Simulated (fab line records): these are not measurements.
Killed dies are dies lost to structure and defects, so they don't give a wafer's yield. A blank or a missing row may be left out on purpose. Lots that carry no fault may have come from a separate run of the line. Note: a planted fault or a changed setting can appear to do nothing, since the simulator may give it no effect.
Chamber matching | flow n5-finfet | 3 sister chambers for N5_PMOS_HMC_CHANNEL_EPI_HM_DEP_34 on pecvd-02
The step deposits SiO2 from TEOS/O2, target thk 36 nm, time 6.9 s. 6 wafers are shown with their chamber, then 7 later ones without.

EACH WAFER AND ITS CHAMBER
wafer  | chamber | throttle-valve-pct (%) | heater-power-w (W)
L080.6 | 0       | 18.8                   | 552
L092.4 | 0       | 18.8                   | 659
L092.5 | 2       | 17.7                   | 732
L092.6 | 1       | 18.2                   | 506
L094.1 | 1       | 17.8                   | 522
L094.2 | 2       | 17.8                   | 641

WAFERS MISSING THEIR CHAMBER
wafer  | throttle-valve-pct (%) | heater-power-w (W)
L094.3 | 18.5                   | 644
L096.1 | 17.8                   | 705
L096.5 | 17.9                   | 716
L096.6 | 18.5                   | 671
L097.1 | 18.2                   | 528
L097.3 | 17.6                   | 718
L097.5 | 18.2                   | 530

EACH ONE'S CHAMBER
wafer  | from the rows above     | in truth
L094.3 | can't be placed: 0 or 1 | 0
L096.1 | 2                       | 2
L096.5 | 2                       | 2
L096.6 | can't be placed: 0 or 1 | 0
L097.1 | 1                       | 1
L097.3 | 2                       | 2
L097.5 | 1                       | 1
Correct placement for 5 of the 7. Not placeable from these rows: 2 (in 2, the candidates include the true chamber). Wrongly placed: 0.
How it was worked out, from the rows above alone: a wafer's distance from a chamber is the root of the sum, over the readings, of the square of ((its reading less the chamber's mean) divided by the reading's scatter). If the next closest chamber is less than 2 further off than the closest, the wafer can't be placed; otherwise it belongs to the closest. Each chamber's mean is taken over the wafers shown for it. The scatter is the square root of a quotient: the sum, over the shown wafers, of each reading's squared deviation from its chamber's mean, divided by wafers minus chambers.
